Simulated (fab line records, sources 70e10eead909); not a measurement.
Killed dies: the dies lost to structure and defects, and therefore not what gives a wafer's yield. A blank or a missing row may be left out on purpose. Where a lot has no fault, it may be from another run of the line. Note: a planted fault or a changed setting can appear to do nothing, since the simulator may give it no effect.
Commonality check across tools + flow nand-harc + Sampled: 5 lots, 15 wafers

## THE REASON FOR OPENING IT
At NHARC_END_SORT_01 the reading killed-dies is flagged on 2 of 5 lots. Wafers without a fault read 32, standard deviation 8.7.
Rule: a lot is flagged when every wafer of it that has a number lies more than 4 standard deviations from that mean, or none has a number. As for the other lots, they are considered sound.

| lot  | measured     | on        | killed-dies, wafer by wafer | flag    |
|------|--------------|-----------|-----------------------------|---------|
| L520 | day 19 20:08 | prober-02 | 14 16 12                    |         |
| L526 | day 21 05:57 | prober-02 | 107 91 103                  | FLAGGED |
| L525 | day 21 12:55 | prober-02 | 90 91 88                    | FLAGGED |
| L534 | day 23 02:01 | prober-01 | 40 30 45                    |         |
| L542 | day 25 06:27 | prober-02 | 48 42 40                    |         |
Average over the flagged lots: 95; offset from the usual +63, equal to +7 standard deviations.

## LOT BY LOT: THE TOOL USED
Before the reading, the record contains 4 process steps out of a 1159-step route. Each cell gives the tool, then ch followed by the chambers the sampled wafers passed through, then the start.
| lot  | flag    | NHARC_A_CONTACT_ETCH_129             | NHARC_THIN_TSV_DEGAS_49      | NHARC_THIN_TSV_DESCUM_35           | NHARC_THIN_TSV_STRIP_56              |
|------|---------|--------------------------------------|------------------------------|------------------------------------|--------------------------------------|
| L520 |         | har-cap-etch-02 ch 0,1, day 17 04:44 | pvd-sputter-02, day 19 03:47 | rie-diel-13 ch 0,1,3, day 19 07:05 | plasma-asher-01 ch 0,1, day 19 07:35 |
| L526 | FLAGGED | har-cap-etch-03 ch 0,1, day 18 15:13 | pvd-sputter-03, day 20 16:35 | rie-diel-01 ch 0,1,3, day 20 19:55 | plasma-asher-02 ch 0,1, day 20 20:23 |
| L525 | FLAGGED | har-cap-etch-03 ch 0,1, day 18 20:58 | pvd-sputter-03, day 21 00:14 | rie-diel-06 ch 0,1,3, day 21 03:32 | plasma-asher-02 ch 0,1, day 21 04:03 |
| L534 |         | har-cap-etch-02 ch 0, day 20 11:36   | pvd-sputter-02, day 22 15:01 | rie-diel-13 ch 1,2, day 22 18:29   | plasma-asher-01 ch 0,1, day 22 18:59 |
| L542 |         | har-cap-etch-03 ch 0,1, day 22 20:06 | pvd-sputter-01, day 24 20:34 | rie-diel-06 ch 2,3, day 24 23:49   | plasma-asher-01 ch 0,1, day 25 00:17 |
These steps, and what they do:
- NHARC_A_CONTACT_ETCH_129: etches the open film in C4F8/O2/Ar, time 155 s, target depth 956 nm.
- NHARC_THIN_TSV_DEGAS_49: time 120 s.
- NHARC_THIN_TSV_DESCUM_35: chemistry O2, time 3 s.
- NHARC_THIN_TSV_STRIP_56: strips in O2.
- NHARC_END_SORT_01

## FLAGGED AGAINST TOTAL, ONE TOOL AT A TIME (gauges that did the reading follow at the end)
| step                     | tool            | lots run | flagged | share of the flagged lots | sound lots run after its first flagged lot |
|--------------------------|-----------------|----------|---------|---------------------------|--------------------------------------------|
| NHARC_A_CONTACT_ETCH_129 | har-cap-etch-02 | 2        | 0       | none                      | -                                          |
| NHARC_A_CONTACT_ETCH_129 | har-cap-etch-03 | 3        | 2       | all                       | 1 (L542)                                   |
| NHARC_THIN_TSV_DEGAS_49  | pvd-sputter-01  | 1        | 0       | none                      | -                                          |
| NHARC_THIN_TSV_DEGAS_49  | pvd-sputter-02  | 2        | 0       | none                      | -                                          |
| NHARC_THIN_TSV_DEGAS_49  | pvd-sputter-03  | 2        | 2       | all                       | 0                                          |
| NHARC_THIN_TSV_DESCUM_35 | rie-diel-01     | 1        | 1       | some                      | 0                                          |
| NHARC_THIN_TSV_DESCUM_35 | rie-diel-06     | 2        | 1       | some                      | 1 (L542)                                   |
| NHARC_THIN_TSV_DESCUM_35 | rie-diel-13     | 2        | 0       | none                      | -                                          |
| NHARC_THIN_TSV_STRIP_56  | plasma-asher-01 | 3        | 0       | none                      | -                                          |
| NHARC_THIN_TSV_STRIP_56  | plasma-asher-02 | 2        | 2       | all                       | 0                                          |
| NHARC_END_SORT_01        | prober-01       | 1        | 0       | none                      | -                                          |
| NHARC_END_SORT_01        | prober-02       | 4        | 2       | all                       | 1 (L542)                                   |

## WHAT THE TABLE ALLOWS
4 rows of the table ran every flagged lot: har-cap-etch-03 at NHARC_A_CONTACT_ETCH_129, pvd-sputter-03 at NHARC_THIN_TSV_DEGAS_49, plasma-asher-02 at NHARC_THIN_TSV_STRIP_56, prober-02 at NHARC_END_SORT_01.
- har-cap-etch-03 at NHARC_A_CONTACT_ETCH_129: 2 of its 3 lots flagged. Sound lots followed the first flagged one (L542) on it, something a lasting fault affecting the whole tool could not allow.
- pvd-sputter-03 at NHARC_THIN_TSV_DEGAS_49: 2 of its 2 lots flagged. No sound lot ran on it before its first flagged lot in this sample; the start therefore can't be narrowed down.
- plasma-asher-02 at NHARC_THIN_TSV_STRIP_56: 2 of its 2 lots flagged. No sound lot ran on it before its first flagged lot in this sample; the start therefore can't be narrowed down.
- prober-02 at NHARC_END_SORT_01: 2 of its 4 lots flagged. Sound lots followed the first flagged one (L542) on it, something a lasting fault affecting the whole tool could not allow.
These 2 tools cannot be told apart by counting lots, since each of them fits a fault that started at some hour. More lots, or a look at what each step does to the wafer, might.

## WHAT THE SIMULATOR HAD PUT IN
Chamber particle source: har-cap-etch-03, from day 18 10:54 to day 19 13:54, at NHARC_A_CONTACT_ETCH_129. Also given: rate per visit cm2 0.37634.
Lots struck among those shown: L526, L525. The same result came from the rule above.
